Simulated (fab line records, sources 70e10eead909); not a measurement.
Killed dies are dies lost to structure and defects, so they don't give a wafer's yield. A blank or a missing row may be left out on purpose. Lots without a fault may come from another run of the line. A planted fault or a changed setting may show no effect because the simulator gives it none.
A struck lot beside a sound one | flow nand_harc | 15 steps out of a route of 1302
Sound: wafers L288.1, L288.5, L288.6. Struck: wafers L281.2, L281.6. The cause comes at the end.
At each step with rows: each side's tool, then ch and its chambers, then its first start. Under that, the readings that differ: sound wafers | struck wafers | difference of the means | sigmas: that difference in standard deviations of wafers without a fault.
alike: readings whose means differ by less than 2 such deviations, and words and numbers that are the same on both sides. not compared: withheld readings, readings that some wafer has no value for, bounds like >300 that may hide the same value, and numbers for which the record gives no deviation and whose values overlap.
The two part at a step that has a row with sigmas, a row that says differs or no value, or rows on one side only. Numbers that don't overlap but have no deviation are shown without sigmas and don't part them. A reading that every wafer of one side lacks parts them only if that side has two wafers or more.

first, 6 steps without rows for these wafers: NHARC_A_DECK1_JOINT_CVD_34 (deposits SiNx, target thk 20 nm); NHARC_A_DECK1_JOINT_DEP_06 (deposits SiOx, target thk 80 nm); NHARC_A_DECK1_JOINT_CURE_26 (time 32 s); NHARC_A_DECK1_JOINT_ANNEAL_27 (time 3600 s); NHARC_A_DECK1_JOINT_ANNEAL_28 (time 1800 s); NHARC_A_DECK1_JOINT_ANNEAL_29 (time 1800 s).
NHARC_A_DECK1_JOINT_CMP_02: polishes SiOx.
  sound on cmp-01 ch 0,3, day 21 06:36; struck on cmp-02 ch 2,3, day 18 09:58
  alike: motor_current_A
then, 1 step without rows for these wafers: NHARC_A_DECK1_JOINT_SRD_15.
NHARC_A_DECK1_JOINT_DEP_16: deposits SiO2, target thk 45 nm.
  sound on pecvd-02 ch 1,2, day 21 06:59; struck on pecvd-03 ch 0,1, day 18 10:17
  alike: heater_power_w, throttle_valve_pct
  not compared: since_wet_clean_h
NHARC_A_DECK1_JOINT_THK_MEAS_17: measures by ellipsometry.
  sound on film_metro-01, day 21 07:14; struck on film_metro-01, day 18 10:34
  alike: thk_nm
NHARC_A_DECK1_JOINT_INSPECT_05:
  sound on defect_inspect-02, day 21 07:16; struck on defect_inspect-02, day 18 10:37
  alike: raw_defect_count
NHARC_A_ONON_D2_DEP_00: target thk 1000 nm.
  sound on pecvd_onon-04 ch 0, day 21 07:20; struck on pecvd_onon-01 ch 0, day 18 10:55
  alike: sih4_flow_sccm
NHARC_A_ONON_D2_THK_MEAS_02: measures by ellipsometry.
  sound on film_metro-01, day 21 07:51; struck on film_metro-02, day 18 11:22
  reading     | sound          | struck    | difference | sigmas
  thk_nm (nm) | 1006 1006 1006 | 1829 1832 | +824       | +75
then, 1 step without rows for these wafers: NHARC_A_ONON_D2_DEP_03 (target thk 1000 nm).
-- the record jumps here: 12 days lie between the struck wafers' starts before and after (it left off in module A_ONON_D2 and takes up again in module END, whose first step shown is number 1302 of the route) --
NHARC_END_SORT_01:
  the record has rows for the struck wafers here (prober-02 ch 0, day 30 16:23) and none for the sound ones

WHERE THEY PART
First at NHARC_A_ONON_D2_THK_MEAS_02; last, within this record, at NHARC_END_SORT_01.

WHY: what the simulator had put in
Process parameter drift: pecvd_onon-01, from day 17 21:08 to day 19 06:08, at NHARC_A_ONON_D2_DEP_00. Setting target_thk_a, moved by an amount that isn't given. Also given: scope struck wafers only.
